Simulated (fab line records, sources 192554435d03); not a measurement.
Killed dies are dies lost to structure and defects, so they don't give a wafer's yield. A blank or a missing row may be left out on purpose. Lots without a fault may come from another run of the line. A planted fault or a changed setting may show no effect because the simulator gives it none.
Which tool did it? | flow n5_finfet | 10 lots, 25 wafers sampled, at 1 step of a route of 1938

WHAT THE GAUGES READ, wafer by wafer
N5_MOL_CONTACT_COAG_CD_MEAS_08: target cd 28 nm.
lot  | measured     | on        | cd_nm (nm)
L746 | day 6 00:14  | cd_sem-01 | 27.85 27.79 27.68
L749 | day 6 17:23  | cd_sem-03 | 28.32 28.40 28.25
L751 | day 7 21:57  | cd_sem-03 | 27.91 27.91
L752 | day 8 02:51  | cd_sem-02 | 27.93 28.10
L754 | day 8 06:11  | cd_sem-02 | 28.04
L755 | day 8 07:19  | cd_sem-02 | 28.01 28.11
L759 | day 10 02:28 | cd_sem-01 | 27.96 27.47 28.01
L762 | day 11 16:38 | cd_sem-02 | 27.93 28.36 27.93
L761 | day 11 18:05 | cd_sem-03 | 27.70 27.89 28.66
L764 | day 11 18:38 | cd_sem-03 | 28.27 28.35 28.24

WHICH TOOL RAN EACH LOT (tool, then ch and the chambers of the sampled wafers, then the start)
The record holds no process step before these readings.

THE ANSWER, worked out from the rows above alone
Rule: what is usual is taken from the lots themselves. Put in order of their means at a reading, lots are off if they are a third of the lots or fewer, leave a main group of 4 or more, and stand apart from it by a gap of 3 or more times the standard deviation of the main group's means; of several such gaps the widest counts. A main group whose means are all the same, to the digits that the tables above print for the reading, isn't used. A lot without any number at a reading at which 4 lots or more have one is off too. The other lots that the step has rows for count as sound.
No lot is off at any reading shown: from this, nothing can be told.

WHAT THE SIMULATOR HAD PUT IN
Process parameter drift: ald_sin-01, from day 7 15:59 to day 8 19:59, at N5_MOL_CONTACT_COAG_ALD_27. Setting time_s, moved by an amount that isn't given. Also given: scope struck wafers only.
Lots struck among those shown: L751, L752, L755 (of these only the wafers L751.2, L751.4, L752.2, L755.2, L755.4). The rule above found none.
